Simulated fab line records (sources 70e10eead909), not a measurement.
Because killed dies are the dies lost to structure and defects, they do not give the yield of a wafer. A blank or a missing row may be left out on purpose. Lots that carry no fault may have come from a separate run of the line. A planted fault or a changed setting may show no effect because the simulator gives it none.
Which tool did it? + flow nandHarc + Sampling: 12 lots, 36 wafers, 3 of 1302 route steps

WHAT THE GAUGES SHOWED, per wafer
NHARC_A_WL_FILL_INSPECT_15.
| lot  | measured     | on               | rawDefectCount |
|------|--------------|------------------|----------------|
| L075 | day 21 10:07 | defectInspect-01 | 381 363 300    |
| L077 | day 22 18:14 | defectInspect-01 | 499 384 366    |
| L080 | day 23 10:56 | defectInspect-01 | 414 333 436    |
| L081 | day 23 22:08 | defectInspect-01 | 492 547 630    |
| L083 | day 24 20:31 | defectInspect-02 | 737 746 635    |
| L084 | day 26 00:13 | defectInspect-02 | 481 388 394    |
| L087 | day 26 17:19 | defectInspect-02 | 330 376 478    |
| L090 | day 28 01:14 | defectInspect-02 | 501 376 482    |
| L093 | day 28 12:14 | defectInspect-01 | 503 414 389    |
| L091 | day 28 16:28 | defectInspect-01 | 548 499 803    |
| L095 | day 29 22:05 | defectInspect-02 | 491 464 538    |
| L096 | day 30 20:32 | defectInspect-01 | 331 440 650    |

WHICH TOOL RAN EACH LOT (tool, then ch and the chambers of the sampled wafers, then the start)
| lot  | NHARC_A_WL_FILL_ETCHBACK_05      | NHARC_A_WL_FILL_ETCHBACK_16                  |
|------|----------------------------------|----------------------------------------------|
| L075 | rieMetal-02 ch 1, day 20 17:43   | rieDiel-02 ch 1,2, day 21 10:07 or earlier   |
| L077 | rieMetal-01 ch 0,1, day 22 02:01 | rieDiel-07 ch 0,1, day 22 18:14 or earlier   |
| L080 | rieMetal-02 ch 0,1, day 22 15:04 | rieDiel-02 ch 0,2,3, day 23 10:56 or earlier |
| L081 | rieMetal-02 ch 0,1, day 23 03:01 | rieDiel-02 ch 1,3, day 23 22:08 or earlier   |
| L083 | rieMetal-02 ch 0,1, day 24 02:47 | rieDiel-07 ch 1,3, day 24 20:31 or earlier   |
| L084 | rieMetal-03 ch 1, day 25 07:43   | rieDiel-02 ch 0,1, day 26 00:13 or earlier   |
| L087 | rieMetal-01 ch 0,1, day 26 00:17 | rieDiel-07 ch 0,1,3, day 26 17:19 or earlier |
| L090 | rieMetal-03 ch 0,1, day 27 08:25 | rieDiel-06 ch 0,2,3, day 28 01:14 or earlier |
| L093 | rieMetal-01 ch 0,1, day 27 19:35 | rieDiel-02 ch 0,2,3, day 28 12:14 or earlier |
| L091 | rieMetal-01 ch 0,1, day 27 22:14 | rieDiel-02 ch 0,1,2, day 28 16:28 or earlier |
| L095 | rieMetal-01 ch 0,1, day 29 02:38 | rieDiel-06 ch 0,2,3, day 29 22:05 or earlier |
| L096 | rieMetal-02 ch 0,1, day 30 00:53 | rieDiel-02 ch 0,3, day 30 20:32 or earlier   |
- NHARC_A_WL_FILL_ETCHBACK_05: etches the open film in Cl2/BCl3, target depth 22 nm, time 60 s.
- NHARC_A_WL_FILL_ETCHBACK_16: etches the open film in C4F8/O2/Ar, target depth 120 nm, time 24 s.

THE ANSWER, worked out from the rows above alone
Rule: usual is defined by the lots themselves. Put in order of their means at a reading, lots are off if they are a third of the lots or fewer, leave a main group of 4 or more, and stand apart from it by a gap of 3 or more times the standard deviation of the main group's means; of several such gaps the widest counts. A main group whose means are all the same, to the digits that the tables above print for the reading, isn't used. Also off: a lot with no number at a reading for which 4 or more lots have one. All remaining lots with rows at the step are treated as sound.
Across all readings shown, no lot is off: no conclusion can be drawn from this.

WHAT THE SIMULATOR HAD INSERTED
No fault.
